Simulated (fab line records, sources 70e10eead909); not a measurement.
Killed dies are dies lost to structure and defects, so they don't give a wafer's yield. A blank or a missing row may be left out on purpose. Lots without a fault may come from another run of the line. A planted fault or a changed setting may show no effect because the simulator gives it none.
Chamber matching | flow nand_harc | NHARC_A_STAIRCASE_DEP_259 on pecvd-04: 3 sister chambers
The step deposits SiON, target thk 30 nm. 3 wafers are shown with their chamber, then 12 later ones without.

WAFERS WITH THEIR CHAMBER
wafer  | chamber | heater_power_w (W)
L089.5 | 2       | 804
L090.5 | 0       | 832
L090.6 | 1       | 796

WAFERS WITHOUT THEIR CHAMBER
wafer  | heater_power_w (W)
L094.3 | 701
L094.5 | 781
L094.6 | 699
L096.4 | 816
L096.5 | 741
L096.6 | 712
L095.1 | 818
L095.3 | 798
L095.4 | 803
L097.1 | 781
L097.4 | 695
L097.6 | 839

WHICH CHAMBER EACH WENT THROUGH
wafer  | from the rows above          | in truth
L094.3 | can't be placed: 1 or 2 or 0 | 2
L094.5 | can't be placed: 1 or 2 or 0 | 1
L094.6 | can't be placed: 1 or 2 or 0 | 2
L096.4 | can't be placed: 2 or 0 or 1 | 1
L096.5 | can't be placed: 1 or 2 or 0 | 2
L096.6 | can't be placed: 1 or 2 or 0 | 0
L095.1 | can't be placed: 0 or 2 or 1 | 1
L095.3 | can't be placed: 1 or 2 or 0 | 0
L095.4 | can't be placed: 2 or 1 or 0 | 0
L097.1 | can't be placed: 1 or 2 or 0 | 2
L097.4 | can't be placed: 1 or 2 or 0 | 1
L097.6 | can't be placed: 0 or 2 or 1 | 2
Placed correctly: 0 of 12. Can't be placed from these rows: 12 (the true chamber is among the candidates in 12). Placed wrongly: 0.
How it was worked out, from the rows above alone: a wafer's distance from a chamber is the root of the sum, over the readings, of the square of ((its reading less the chamber's mean) divided by the reading's scatter). The wafer belongs to the nearest chamber; if the next one is less than 2 further off, it can't be placed. A chamber's mean is the mean of its shown wafers. The scatter: with one shown wafer a chamber, the root of the mean of the squares of how far each hidden wafer lies from its nearest shown one.
